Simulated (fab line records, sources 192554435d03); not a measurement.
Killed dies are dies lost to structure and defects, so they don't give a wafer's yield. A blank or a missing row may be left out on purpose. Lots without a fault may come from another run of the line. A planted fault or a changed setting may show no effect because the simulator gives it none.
One fault seen from 3 desks | flow n5_finfet | each desk has only its own numbers; what lay behind them comes last

THE TOOL OWNER'S DESK: rie_metal-01
The tool's own readings at N5_BEOL_M9_HM_OPEN_17 (chemistry Cl2/BCl3, target TiN, target depth 20 nm, overetch 6 nm): means of the sampled wafers that have a number, for each lot that ran on this tool. A lot is out of limits, marked OUT, if its mean lies more than 4 standard deviations from the usual mean; the brackets give that distance.
Columns: A = drypump_motor_current_A at N5_BEOL_M9_HM_OPEN_17, usual 5.89 A; B = oes_product_au at N5_BEOL_M9_HM_OPEN_17, usual 0.66 a.u.; C = throttle_valve_pct at N5_BEOL_M9_HM_OPEN_17, usual 22.26 %
lot  | first seen here | A    | B    | C
L465 | day 9 19:35     | 6.22 | 0.71 | 22.22
L468 | day 10 08:47    | 6.03 | 0.65 | 22.11
L475 | day 12 03:46    | 6.16 | 0.67 | 22.23
L483 | day 14 02:05    | 6.21 | 0.67 | 22.25
This desk's finding: nothing out of limits on any of the 4 lots.

THE METROLOGY DESK
What the gauges read, lot by lot, whatever tool the lot ran on: means of the sampled wafers that have a number. A lot is out of limits, marked OUT, if its mean lies more than 4 standard deviations from the usual mean; the brackets give that distance.
Columns: A = M9_OVL at N5_BEOL_M9_OVL_MEAS_12, usual 0.1 nm; B = V8_OVL at N5_BEOL_M9_OVL_MEAS_29, usual 0.1 nm
lot  | first seen here | A    | B
L465 | day 9 19:13     | -0.1 | 0.6
L468 | day 10 08:27    | 0.1  | 0.3
L467 | day 10 15:40    | -0.5 | 0.8
L469 | day 10 18:20    | -0.8 | 1.1
L470 | day 10 19:53    | 0.2  | -0.2
L473 | day 11 19:54    | 1.1  | -0.4
L474 | day 11 20:10    | -0.3 | 0.9
L475 | day 12 03:08    | -0.2 | 0.0
L480 | day 13 14:11    | 0.4  | -0.4
L483 | day 14 01:45    | 0.5  | 0.0
L485 | day 14 11:14    | -0.3 | 0.8
L486 | day 15 01:59    | -0.1 | -0.1
L487 | day 15 12:37    | 0.7  | 0.0
This desk's finding: nothing out of limits on any of the 13 lots.

THE DEFECT DESK
What the inspections along the route counted, lot by lot: means of the sampled wafers that have a number. A lot is out of limits, marked OUT, if its mean lies more than 4 standard deviations from the usual mean; the brackets give that distance.
Columns: A = raw_defect_count at N5_BEOL_M9_INSPECT_30, usual 372
lot  | first seen here | A
L465 | day 9 21:25     | 328
L468 | day 10 10:37    | 372
L467 | day 10 18:09    | 367
L469 | day 10 20:26    | 342
L470 | day 10 20:58    | 297
L473 | day 11 21:47    | 492
L474 | day 11 21:52    | 398
L475 | day 12 04:25    | 344
L480 | day 13 17:14    | 377
L483 | day 14 02:40    | 641
L485 | day 14 14:12    | 376
L486 | day 15 03:04    | 363
L487 | day 15 13:41    | 373
This desk's finding: nothing out of limits on any of the 13 lots.

PUT TOGETHER
The tool owner's desk saw nothing out of limits.
The metrology desk saw nothing out of limits.
The defect desk saw nothing out of limits.

WHAT THE SIMULATOR HAD PUT IN
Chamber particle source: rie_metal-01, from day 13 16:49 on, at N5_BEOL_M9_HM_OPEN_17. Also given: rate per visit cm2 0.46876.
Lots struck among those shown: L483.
